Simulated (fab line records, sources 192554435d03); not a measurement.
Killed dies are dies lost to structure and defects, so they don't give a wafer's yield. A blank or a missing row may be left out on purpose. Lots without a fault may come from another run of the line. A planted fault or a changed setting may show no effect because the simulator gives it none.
Split-lot experiment | flow n5_finfet | 7 lots, 39 wafers read, on a route of 1938 steps

THE SPLIT
At N5_DUMMY_GATE_PECVD_30 (deposits SiO2 from TEOS/O2, target thk 55 nm, time 10.8 s), the setting time_s was moved away from the recipe's 10.8 s on 15 of the 39 wafers read, by -57.1% to +26.8%. The other wafers ran this setting at the recipe's value.

The reading is taken at the split's own step.

THE READING
SiO2_of_DUMMY_GATE_PECVD_30.thk_nm (the simulator's own value, which no gauge read), in nm, at N5_DUMMY_GATE_PECVD_30 (deposits SiO2 from TEOS/O2, target thk 55 nm, time 10.8 s). The file gives no usual value for it. The 24 wafers here that ran the recipe average 55.1 nm, standard deviation 0.65 nm.

wafer  | tool, chamber at the split | time_s as run, s | against the recipe | SiO2_of_DUMMY_GATE_PECVD_30.thk_nm, nm | against lot-mates on the recipe
L075.1 | pecvd-03, 2                | 4.63             | -57.1%             | 24.4                                   | -30.9
L075.2 | pecvd-03, 1                | 10.8             | recipe             | 54.6                                   | -
L075.3 | pecvd-03, 0                | 4.63             | -57.1%             | 24.6                                   | -30.7
L075.4 | pecvd-03, 0                | 10.8             | recipe             | 55.6                                   | -
L075.5 | pecvd-03, 2                | 4.63             | -57.1%             | 24.2                                   | -31.1
L075.6 | pecvd-03, 1                | 10.8             | recipe             | 55.8                                   | -
L077.1 | pecvd-04, 2                | 10.8             | recipe             | 55.8                                   | -
L077.2 | pecvd-04, 0                | 10.8             | recipe             | 55.6                                   | -
L077.3 | pecvd-04, 1                | 8.504            | -21.3%             | 44.8                                   | -10.8
L077.4 | pecvd-04, 1                | 10.8             | recipe             | 55.4                                   | -
L077.5 | pecvd-04, 0                | 8.504            | -21.3%             | 45.2                                   | -10.4
L077.6 | pecvd-04, 2                | 8.504            | -21.3%             | 46.2                                   | -9.4
L079.1 | pecvd-01, 2                | 9.148            | -15.3%             | 46.2                                   | -8.1
L079.2 | pecvd-01, 1                | 10.8             | recipe             | 54.2                                   | -
L079.3 | pecvd-01, 0                | 10.8             | recipe             | 53.8                                   | -
L079.4 | pecvd-01, 0                | 10.8             | recipe             | 54.8                                   | -
L079.5 | pecvd-01, 2                | 9.148            | -15.3%             | 47.4                                   | -6.9
L079.6 | pecvd-01, 1                | 9.148            | -15.3%             | 46.6                                   | -7.7
L082.1 | pecvd-03, 0,1,1,0          | 10.8             | recipe             | 55.6                                   | -
L082.3 | pecvd-03, 0,1,1,0          | 10.8             | recipe             | 55.6                                   | -
L082.4 | pecvd-03, 0,1,1,0          | 10.8             | recipe             | 55.6                                   | -
L082.6 | pecvd-03, 0,1,1,0          | 10.8             | recipe             | 55.6                                   | -
L082.2 | pecvd-03, 2                | 10.8             | recipe             | 54.4                                   | -
L082.5 | pecvd-03, 2                | 10.8             | recipe             | 55                                     | -
L084.1 | pecvd-01, 2                | 10.8             | recipe             | 53.8                                   | -
L084.2 | pecvd-01, 1                | 10.8             | recipe             | 54.8                                   | -
L084.5 | pecvd-01, 2                | 10.8             | recipe             | 55                                     | -
L091.1 | pecvd-04, 2                | 10.8             | recipe             | 55.8                                   | -
L091.2 | pecvd-04, 0                | 10.8             | recipe             | 54.6                                   | -
L091.3 | pecvd-04, 1                | 13.69            | +26.8%             | 68.2                                   | +12.7
L091.4 | pecvd-04, 1                | 13.69            | +26.8%             | 69.6                                   | +14.1
L091.5 | pecvd-04, 2                | 13.69            | +26.8%             | 70.8                                   | +15.3
L091.6 | pecvd-04, 0                | 10.8             | recipe             | 56                                     | -
L094.1 | pecvd-01, 0,1              | 6.85             | -36.6%             | 35.8                                   | -19.3
L094.2 | pecvd-01, 0,1              | 6.85             | -36.6%             | 35.8                                   | -19.3
L094.3 | pecvd-01, 2                | 10.8             | recipe             | 54.4                                   | -
L094.4 | pecvd-01, 1                | 10.8             | recipe             | 55.6                                   | -
L094.5 | pecvd-01, 2                | 10.8             | recipe             | 55.2                                   | -
L094.6 | pecvd-01, 0                | 6.85             | -36.6%             | 36.6                                   | -18.5
Where a row lists several chambers, the file gives one row for several wafers and doesn't say which wafer went through which chamber.

THE FIT
A straight line over all 39 wafers: SiO2_of_DUMMY_GATE_PECVD_30.thk_nm changes by +0.53 nm for each +1% of time_s; r = +1.00; the points scatter about the line by 0.8 nm.
The same after taking each lot's own level away (the mean of its wafers on the recipe; 39 wafers): +0.53 nm for each +1%; r = +1.00; scatter 0.68 nm.
On that fit, the largest move of time_s shifts the reading by 30 nm.
The lots' own levels span 54.27 to 55.60 nm, that is 2.1 times the standard deviation above.
So the lot-to-lot level changes the slope little: the two slopes agree.
Check: with one of the wafers moved furthest among these (-57.1%) left out of the fit, the line predicts -30 nm for it against its lot-mates. It came out at -30.9 nm against them.

THE FILE'S OWN FIT
SiO2_of_DUMMY_GATE_PECVD_30.thk_nm changes by +0.528 nm for each +1% of time_s, r = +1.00.
